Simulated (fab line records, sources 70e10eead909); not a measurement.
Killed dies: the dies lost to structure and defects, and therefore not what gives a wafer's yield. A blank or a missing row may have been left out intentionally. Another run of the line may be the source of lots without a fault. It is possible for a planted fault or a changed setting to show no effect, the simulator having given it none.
Which tool did it?    flow nand_harc    15 lots with 45 wafers sampled at 2 steps, on a route of 1302 steps

WHAT THE GAUGES SHOWED, per wafer
NHARC_P_CONTACT_OVL_MEAS_13. Usual: overlay_x_nm -0.1 nm, standard deviation 0.93; overlay_y_nm -0.3 nm, standard deviation 0.68.
lot   measured      on          overlay_x_nm (nm)  overlay_y_nm (nm)  flag
L905  day 6 03:19   overlay-01  0.4 -0.2 -0.4      -0.5 -0.9 -1.0     
L904  day 6 03:41   overlay-01  -2.1 -2.1 -1.9     0.4 0.2 0.1        
L906  day 6 14:36   overlay-01  2.4 1.9 1.9        -0.2 0.2 0.5       
L907  day 7 06:34   overlay-01  -0.6 -0.4 -0.5     -0.4 -1.4 -1.0     
L908  day 7 17:13   overlay-02  -0.5 -0.8 -0.9     0.5 0.8 0.6        
L911  day 8 18:04   overlay-01  -1.0 -0.5 -0.9     0.0 -0.1 -0.1      
L912  day 9 05:50   overlay-02  -0.3 -0.1 0.5      -1.2 -1.2 -1.1     
L913  day 9 10:02   overlay-02  -0.1 -0.3 -0.3     0.3 -0.1 -0.2      
L914  day 10 05:27  overlay-02  -0.5 -0.7 -0.9     -0.7 -1.0 -0.8     
L916  day 10 19:42  overlay-02  -0.5 -0.2 -0.1     0.0 0.3 -0.3       
L917  day 11 09:50  overlay-01  0.2 0.1 0.3        -0.7 -0.6 -0.3     
L918  day 11 22:16  overlay-02  -0.9 -0.2 -0.4     0.4 0.5 0.2        
L925  day 14 13:55  overlay-02  -0.7 -0.6 -0.4     0.0 0.4 0.1        
L926  day 15 07:44  overlay-01  1.1 1.2 0.2        -0.4 -0.3 -0.5     
L927  day 15 11:00  overlay-01  0.8 0.5 1.2        0.0 -0.6 -0.3      

NHARC_P_CONTACT_INSPECT_14. Usual: raw_defect_count 4.3, standard deviation 2.8.
lot   measured      on                 raw_defect_count  flag
L905  day 6 03:21   defect_inspect-02  3 3 5             
L904  day 6 03:43   defect_inspect-01  3 2 8             
L906  day 6 14:38   defect_inspect-01  5 4 2             
L907  day 7 06:36   defect_inspect-02  2 1 3             
L908  day 7 17:16   defect_inspect-02  1 5 1             
L911  day 8 18:06   defect_inspect-02  3 2 5             
L912  day 9 05:53   defect_inspect-02  3 2 4             
L913  day 9 10:05   defect_inspect-02  0 1 2             
L914  day 10 05:29  defect_inspect-01  7 8 7             
L916  day 10 19:44  defect_inspect-02  0 0 7             
L917  day 11 09:52  defect_inspect-01  5 7 6             
L918  day 11 22:18  defect_inspect-02  0 2 3             
L925  day 14 13:57  defect_inspect-02  3 0 4             
L926  day 15 07:46  defect_inspect-01  6 2 6             
L927  day 15 11:02  defect_inspect-02  2 5 3             

WHAT TOOL EACH LOT RAN ON (gives the tool, then ch and the chambers of the sampled wafers, and finally the start)
Record: no process step prior to these readings.

WHAT THE TOOLS THEMSELVES READ (means of the sampled wafers that have a number; where no wafer has one, the mark that the record gives instead)
The record holds no such reading with a usual standard deviation.

THE ANSWER, worked out from the rows above alone
Rule: take the mean of a lot's wafers that have a number; if it is more than 3 standard deviations from the usual mean, the lot is off. A lot without any number at a reading at which 4 lots or more have one is off too. The other lots that the step has rows for count as sound. After the gauges, taken in route order, come the tools' own readings; for these a lot's mean is taken, as printed above. The first step at which some lot is off is used, and at that step the reading that is off furthest; a lot without a number counts as furthest.
None of the lots is off at any reading shown; this tells nothing.

WHAT HAD BEEN PUT IN BY THE SIMULATOR
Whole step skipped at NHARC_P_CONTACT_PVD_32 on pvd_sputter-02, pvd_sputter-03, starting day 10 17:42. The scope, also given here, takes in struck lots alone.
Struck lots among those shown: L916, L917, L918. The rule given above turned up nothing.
